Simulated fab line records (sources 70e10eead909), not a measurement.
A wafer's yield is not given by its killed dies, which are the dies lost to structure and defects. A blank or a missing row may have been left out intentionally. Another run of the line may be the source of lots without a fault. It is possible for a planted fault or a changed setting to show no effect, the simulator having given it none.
Which tool was responsible? || flow nandHarc || Sampling: 6 lots, 18 wafers, 3 of 1159 route steps

== WHAT THE GAUGES SHOWED, per wafer ==
NHARC_HYBRID_BOND_OVL_MEAS_05.
{"lot": "L931", "measured": "day 19 15:40", "on": "overlay-02", "overlayXNm (nm)": "27 -29 -9"}
{"lot": "L934", "measured": "day 20 12:51", "on": "overlay-02", "overlayXNm (nm)": "-25 6 -23"}
{"lot": "L935", "measured": "day 20 20:30", "on": "overlay-02", "overlayXNm (nm)": "51 18 8"}
{"lot": "L937", "measured": "day 20 20:31", "on": "overlay-02", "overlayXNm (nm)": "20 -18 38"}
{"lot": "L938", "measured": "day 21 13:47", "on": "overlay-01", "overlayXNm (nm)": "79 -30 36"}
{"lot": "L952", "measured": "day 25 05:15", "on": "overlay-02", "overlayXNm (nm)": "-10 -16 17"}

== TOOL THAT RAN EACH LOT (tool first, then ch and the chambers of the sampled wafers, then the start) ==
{"lot": "L931", "NHARC_A_BLC_CVD_24": "cvdW-02 ch 0,1, day 18 13:17", "NHARC_A_BONDPAD_ETCH_34": "rieDiel-11 ch 1,2,3, day 19 01:49"}
{"lot": "L934", "NHARC_A_BLC_CVD_24": "cvdW-02 ch 0,1, day 19 13:19", "NHARC_A_BONDPAD_ETCH_34": "rieDiel-09 ch 1,2, day 20 00:35"}
{"lot": "L935", "NHARC_A_BLC_CVD_24": "cvdW-01 ch 1, day 19 19:38", "NHARC_A_BONDPAD_ETCH_34": "rieDiel-09 ch 1,2,3, day 20 07:40"}
{"lot": "L937", "NHARC_A_BLC_CVD_24": "cvdW-02 ch 0,1, day 20 00:22", "NHARC_A_BONDPAD_ETCH_34": "rieDiel-13 ch 0,2,3, day 20 11:33"}
{"lot": "L938", "NHARC_A_BLC_CVD_24": "cvdW-02 ch 0, day 20 12:38", "NHARC_A_BONDPAD_ETCH_34": "rieDiel-13 ch 0,2, day 20 23:30"}
{"lot": "L952", "NHARC_A_BLC_CVD_24": "cvdW-02 ch 0,1, day 24 07:25", "NHARC_A_BONDPAD_ETCH_34": "rieDiel-09 ch 0,2,3, day 24 18:50"}
- NHARC_A_BLC_CVD_24: deposits W, target thk 150 nm, time 434 s.
- NHARC_A_BONDPAD_ETCH_34: etches the open film in N2/H2, target depth 60 nm, overetch 18 nm, time 65.91 s.

== THE ANSWER, worked out from the rows above alone ==
Rule: what is usual is taken from the lots themselves. The widest of any qualifying gaps counts: lots, ordered by their means at a reading, are off when they make up no more than a third of the lots, leave a main group of 4 or more, and stand apart from it by 3 or more times the standard deviation of that group's means. A main group is skipped when, at the precision printed for the reading in the tables above, its means are all equal. A lot without any number at a reading at which 4 lots or more have one is off too. Where the step has rows for the other lots, those lots are counted as sound.
No lot is off at any reading shown: from this, nothing can be told.

== WHAT THE SIMULATOR PUT IN ==
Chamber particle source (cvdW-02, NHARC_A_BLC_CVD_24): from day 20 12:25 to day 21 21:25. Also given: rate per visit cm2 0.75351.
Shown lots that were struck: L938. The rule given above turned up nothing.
